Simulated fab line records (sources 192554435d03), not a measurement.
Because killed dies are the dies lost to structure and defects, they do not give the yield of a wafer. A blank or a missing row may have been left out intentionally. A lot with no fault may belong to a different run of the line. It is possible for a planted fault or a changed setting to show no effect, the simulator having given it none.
Chamber matching || flow n5Finfet || aldSin-02 running N5_GATE_CUT_SAC_CAP_01: 4 sister chambers
The step material SiNx, target thk 24 nm, pulse time 1 s, ald cycles 480. 18 wafers are shown with their chamber, then 9 later ones without.

## EACH WAFER AND ITS CHAMBER
{"wafer": "L075.2", "chamber": 1, "heaterPowerW (W)": 696, "precursorPulseHeightRel": 1.035}
{"wafer": "L075.3", "chamber": 3, "heaterPowerW (W)": 763, "precursorPulseHeightRel": 0.986}
{"wafer": "L075.6", "chamber": 0, "heaterPowerW (W)": 951, "precursorPulseHeightRel": 0.983}
{"wafer": "L078.2", "chamber": 1, "heaterPowerW (W)": 713, "precursorPulseHeightRel": 0.979}
{"wafer": "L078.4", "chamber": 0, "heaterPowerW (W)": 969, "precursorPulseHeightRel": 1.004}
{"wafer": "L078.6", "chamber": 3, "heaterPowerW (W)": 750, "precursorPulseHeightRel": 1.012}
{"wafer": "L079.1", "chamber": 2, "heaterPowerW (W)": 740, "precursorPulseHeightRel": 0.992}
{"wafer": "L079.2", "chamber": 3, "heaterPowerW (W)": 746, "precursorPulseHeightRel": 0.985}
{"wafer": "L079.4", "chamber": 1, "heaterPowerW (W)": 698, "precursorPulseHeightRel": 1.027}
{"wafer": "L080.2", "chamber": 0, "heaterPowerW (W)": 959, "precursorPulseHeightRel": 1.007}
{"wafer": "L080.3", "chamber": 2, "heaterPowerW (W)": 750, "precursorPulseHeightRel": 0.968}
{"wafer": "L080.6", "chamber": 2, "heaterPowerW (W)": 742, "precursorPulseHeightRel": 0.987}
{"wafer": "L083.3", "chamber": 0, "heaterPowerW (W)": 976, "precursorPulseHeightRel": 0.979}
{"wafer": "L083.4", "chamber": 2, "heaterPowerW (W)": 735, "precursorPulseHeightRel": 0.979}
{"wafer": "L083.5", "chamber": 3, "heaterPowerW (W)": 738, "precursorPulseHeightRel": 0.991}
{"wafer": "L091.1", "chamber": 3, "heaterPowerW (W)": 757, "precursorPulseHeightRel": 1.028}
{"wafer": "L091.4", "chamber": 2, "heaterPowerW (W)": 748, "precursorPulseHeightRel": 1.018}
{"wafer": "L091.5", "chamber": 1, "heaterPowerW (W)": 716, "precursorPulseHeightRel": 1.011}

SIGNATURES (means of the wafers above)
{"reading": "heaterPowerW", "chamber 0": 963.75, "chamber 1": 705.75, "chamber 2": 743.00, "chamber 3": 750.80, "scatter within a chamber": 9.25}
{"reading": "precursorPulseHeightRel", "chamber 0": 0.99325, "chamber 1": 1.01300, "chamber 2": 0.98880, "chamber 3": 1.00040, "scatter within a chamber": 0.0194}
Rule: a wafer's distance from a chamber is the root of the sum, over the readings, of the square of ((its reading less the chamber's mean) divided by the reading's scatter). If the next closest chamber is less than 2 further off than the closest, the wafer can't be placed; otherwise it belongs to the closest. The scatter: take each reading less its chamber's mean, square it, sum over the shown wafers, divide by the number of wafers less the number of chambers, and take the root.

## WAFERS WITH NO CHAMBER GIVEN
{"wafer": "L092.1", "heaterPowerW (W)": 959, "precursorPulseHeightRel": 0.967}
{"wafer": "L092.2", "heaterPowerW (W)": 741, "precursorPulseHeightRel": 1.001}
{"wafer": "L092.4", "heaterPowerW (W)": 700, "precursorPulseHeightRel": 0.988}
{"wafer": "L093.1", "heaterPowerW (W)": 756, "precursorPulseHeightRel": 1.009}
{"wafer": "L093.3", "heaterPowerW (W)": 744, "precursorPulseHeightRel": 1.004}
{"wafer": "L093.4", "heaterPowerW (W)": 961, "precursorPulseHeightRel": 1.012}
{"wafer": "L095.2", "heaterPowerW (W)": 953, "precursorPulseHeightRel": 1.019}
{"wafer": "L095.3", "heaterPowerW (W)": 759, "precursorPulseHeightRel": 1.037}
{"wafer": "L095.5", "heaterPowerW (W)": 972, "precursorPulseHeightRel": 1.042}

## EACH ONE'S CHAMBER
{"wafer": "L092.1", "from the rows above": 0, "in truth": 0}
{"wafer": "L092.2", "from the rows above": "can't be placed: 2 or 3", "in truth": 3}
{"wafer": "L092.4", "from the rows above": 1, "in truth": 1}
{"wafer": "L093.1", "from the rows above": "can't be placed: 3 or 2", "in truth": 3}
{"wafer": "L093.3", "from the rows above": "can't be placed: 3 or 2", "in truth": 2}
{"wafer": "L093.4", "from the rows above": 0, "in truth": 0}
{"wafer": "L095.2", "from the rows above": 0, "in truth": 0}
{"wafer": "L095.3", "from the rows above": "can't be placed: 3 or 2", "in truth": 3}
{"wafer": "L095.5", "from the rows above": 0, "in truth": 0}
Correct placement for 5 of the 9. From these rows, 4 cannot be placed; in 4 the true chamber is one of the candidates. Placed wrongly: 0.
